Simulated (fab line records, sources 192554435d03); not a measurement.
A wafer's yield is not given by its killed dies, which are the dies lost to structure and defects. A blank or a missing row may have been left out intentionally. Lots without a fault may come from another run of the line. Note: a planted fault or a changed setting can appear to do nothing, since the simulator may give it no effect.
Problem report in the 8D (eight disciplines) form, filled by code :: flow n5-finfet :: the parts of the form that need people (team, actions taken, sign-off) are left out

## 1. THE PROBLEM
Mean of rf-fwd-power-W at N5_GATE_CUT_CUT_ETCH_54: 1218 W across 2 wafers in 2 lots; on wafers with no fault it is 981 W (standard deviation 5.3). Relative to the usual mean, that is a shift of +45 standard deviations.
The step: etches TiN in Cl2/BCl3, target depth 96.7 nm.
First seen on wafer L781.6, day 7 14:49, on rie-metal-01. The record has a number at this step for 27 wafers belonging to 9 lots. Rule for "out", or "out of limits": more than 4 standard deviations from the usual mean. Any other wafer with a number is counted as sound.

## 2. WHAT THIS IS AND IS NOT
question: which readings at this step
is: rf-fwd-power-W, etch-rf-on-time-s
is not: drypump-motor-current-A, he-backside-leak-sccm, oes-product-au, throttle-valve-pct

question: which lots
is: L781, L782
is not: L769, L770, L785, L788, L789, L791, L792

question: which wafers of those lots
is: L781.6, L782.6
is not: L781.2, L781.3, L782.2, L782.4

question: read on which tools
is: rie-metal-01
is not: rie-metal-02, rie-metal-03

question: when
is: from day 7 14:49
is not: up to then (8 sound wafers); but 17 sound wafers of L782, L785, L788, L789, L791, L792 came after

## 3. SUSPECTS, AND WHAT RULES EACH OUT
Counting: any tool at a process step up to the reading remains a suspect provided it ran every lot that is out. Sound lots after the first of them don't rule it out here, since some wafers of a struck lot are sound.
- rie-metal-01 at N5_GATE_CUT_CUT_ETCH_54 (etches TiN in Cl2/BCl3, target depth 96.7 nm): kept. It ran every lot that is out, first L781 (day 7 14:49); its last sound lot up to then is L769 (day 4 12:28). Its own readings are out on those wafers: etch-rf-on-time-s, rf-fwd-power-W.
- Within rie-metal-01 at N5_GATE_CUT_CUT_ETCH_54, the wafers that are out were processed in chamber 1 and their sound lot-mates in chamber 0.
Left after counting: rie-metal-01 at N5_GATE_CUT_CUT_ETCH_54.

## 4. THE CAUSE (what the simulator had put in)
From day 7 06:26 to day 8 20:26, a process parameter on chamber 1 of rie-metal-01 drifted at N5_GATE_CUT_CUT_ETCH_54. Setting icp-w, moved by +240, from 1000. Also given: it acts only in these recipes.
This tool alone remained once counting was done.

## 5. THE CHAIN OF EFFECTS, in route order
One row per reading whose mean, taken over the struck wafers that have a number, lies over 3 standard deviations from the usual. Only readings whose record carries a usual standard deviation are examined. hours: median over the lots of the time between each lot's start at the first step of this table that gives one and its start at this step. sigmas: the change, counted in usual standard deviations.
hours: 0
step: N5_GATE_CUT_CUT_ETCH_54
reading: etch-rf-on-time-s
usual: 36.8 s
on struck wafers: 30.9
change: -5.8
sigmas: -7.7

hours: 0
step: N5_GATE_CUT_CUT_ETCH_54
reading: rf-fwd-power-W
usual: 981 W
on struck wafers: 1218
change: +238
sigmas: +45
Its process steps:
- N5_GATE_CUT_CUT_ETCH_54: etches TiN in Cl2/BCl3, target depth 96.7 nm.
At these later measuring or inspecting steps, every struck wafer for which the step has a row has a number for every such reading, and none has moved that far: N5_BEOL_M4_RC_MEAS_101.

## 6. HOW IT WOULD HAVE BEEN CAUGHT EARLIER
The fault began at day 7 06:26; the first out-of-limits reading in this record came at day 7 14:49, 8 hours later.
